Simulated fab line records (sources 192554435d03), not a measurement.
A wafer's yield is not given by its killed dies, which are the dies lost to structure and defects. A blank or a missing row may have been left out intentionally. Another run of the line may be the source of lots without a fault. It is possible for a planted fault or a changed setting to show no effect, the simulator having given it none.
Chamber matching / flow n5Finfet / N5_BEOL_M4_CMP_52 on cmp-03: 4 sister chambers
The step polishes, stops on SiOC, t overpolish 6.8 s, target thk 40 nm. 16 wafers are shown with their chamber, then 8 later ones without.

== WAFERS, EACH WITH ITS CHAMBER ==
wafer=L074.1; chamber=1; motorCurrentA (A)=6.8; timeToEndpointS (s)=65; barrierFieldEndpointS (s)=25.2
wafer=L074.2; chamber=2; motorCurrentA (A)=5.7; timeToEndpointS (s)=59; barrierFieldEndpointS (s)=23.7
wafer=L074.5; chamber=2; motorCurrentA (A)=5.9; timeToEndpointS (s)=56; barrierFieldEndpointS (s)=24.0
wafer=L077.3; chamber=2; motorCurrentA (A)=6.0; timeToEndpointS (s)=58; barrierFieldEndpointS (s)=24.2
wafer=L077.4; chamber=3; motorCurrentA (A)=5.1; timeToEndpointS (s)=65; barrierFieldEndpointS (s)=24.6
wafer=L077.5; chamber=1; motorCurrentA (A)=6.5; timeToEndpointS (s)=68; barrierFieldEndpointS (s)=25.0
wafer=L083.2; chamber=2; motorCurrentA (A)=6.1; timeToEndpointS (s)=60; barrierFieldEndpointS (s)=23.8
wafer=L083.3; chamber=3; motorCurrentA (A)=4.9; timeToEndpointS (s)=64; barrierFieldEndpointS (s)=25.0
wafer=L083.6; chamber=1; motorCurrentA (A)=6.4; timeToEndpointS (s)=67; barrierFieldEndpointS (s)=26.0
wafer=L085.1; chamber=1; motorCurrentA (A)=6.1; timeToEndpointS (s)=63; barrierFieldEndpointS (s)=24.8
wafer=L085.2; chamber=2; motorCurrentA (A)=6.3; timeToEndpointS (s)=56; barrierFieldEndpointS (s)=23.9
wafer=L085.6; chamber=1; motorCurrentA (A)=6.3; timeToEndpointS (s)=69; barrierFieldEndpointS (s)=25.9
wafer=L086.3; chamber=1; motorCurrentA (A)=6.3; timeToEndpointS (s)=62; barrierFieldEndpointS (s)=25.9
wafer=L086.4; chamber=2; motorCurrentA (A)=6.1; timeToEndpointS (s)=56; barrierFieldEndpointS (s)=25.5
wafer=L086.5; chamber=2; motorCurrentA (A)=6.4; timeToEndpointS (s)=54; barrierFieldEndpointS (s)=24.1
wafer=L091.1; chamber=0; motorCurrentA (A)=5.8; timeToEndpointS (s)=59; barrierFieldEndpointS (s)=23.9

SIGNATURES, as means of the wafers listed above
reading=motorCurrentA; chamber 0=5.800; chamber 1=6.400; chamber 2=6.071; chamber 3=5.000; scatter within a chamber=0.23
reading=timeToEndpointS; chamber 0=59.00; chamber 1=65.67; chamber 2=57.00; chamber 3=64.50; scatter within a chamber=2.34
reading=barrierFieldEndpointS; chamber 0=23.900; chamber 1=25.467; chamber 2=24.171; chamber 3=24.800; scatter within a chamber=0.556
Rule: for a wafer and a chamber, the distance is found by dividing, reading by reading, the gap between the wafer's reading and the chamber's mean by the reading's scatter, squaring, summing and taking the root. If the next closest chamber is less than 2 further off than the closest, the wafer can't be placed; otherwise it belongs to the closest. The scatter: take each reading less its chamber's mean, square it, sum over the shown wafers, divide by the number of wafers less the number of chambers, and take the root.

== WAFERS MISSING THEIR CHAMBER ==
wafer=L091.3; motorCurrentA (A)=4.9; timeToEndpointS (s)=63; barrierFieldEndpointS (s)=25.3
wafer=L091.6; motorCurrentA (A)=5.7; timeToEndpointS (s)=60; barrierFieldEndpointS (s)=25.2
wafer=L095.4; motorCurrentA (A)=6.0; timeToEndpointS (s)=61; barrierFieldEndpointS (s)=24.1
wafer=L095.5; motorCurrentA (A)=6.2; timeToEndpointS (s)=73; barrierFieldEndpointS (s)=25.9
wafer=L095.6; motorCurrentA (A)=6.2; timeToEndpointS (s)=63; barrierFieldEndpointS (s)=23.8
wafer=L093.1; motorCurrentA (A)=6.3; timeToEndpointS (s)=61; barrierFieldEndpointS (s)=24.5
wafer=L093.4; motorCurrentA (A)=5.4; timeToEndpointS (s)=60; barrierFieldEndpointS (s)=24.6
wafer=L093.5; motorCurrentA (A)=5.8; timeToEndpointS (s)=61; barrierFieldEndpointS (s)=24.8

== CHAMBER TAKEN BY EACH ==
wafer=L091.3; from the rows above=3; in truth=3
wafer=L091.6; from the rows above=can't be placed: 0 or 2 or 3 or 1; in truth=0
wafer=L095.4; from the rows above=can't be placed: 0 or 2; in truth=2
wafer=L095.5; from the rows above=1; in truth=1
wafer=L095.6; from the rows above=can't be placed: 0 or 2 or 1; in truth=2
wafer=L093.1; from the rows above=can't be placed: 2 or 0 or 1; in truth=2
wafer=L093.4; from the rows above=can't be placed: 0 or 3 or 2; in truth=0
wafer=L093.5; from the rows above=can't be placed: 0 or 2 or 1 or 3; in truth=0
Correctly placed: 2 of 8. Not placeable from these rows: 6 (in 6, the candidates include the true chamber). Placed wrongly: 0.
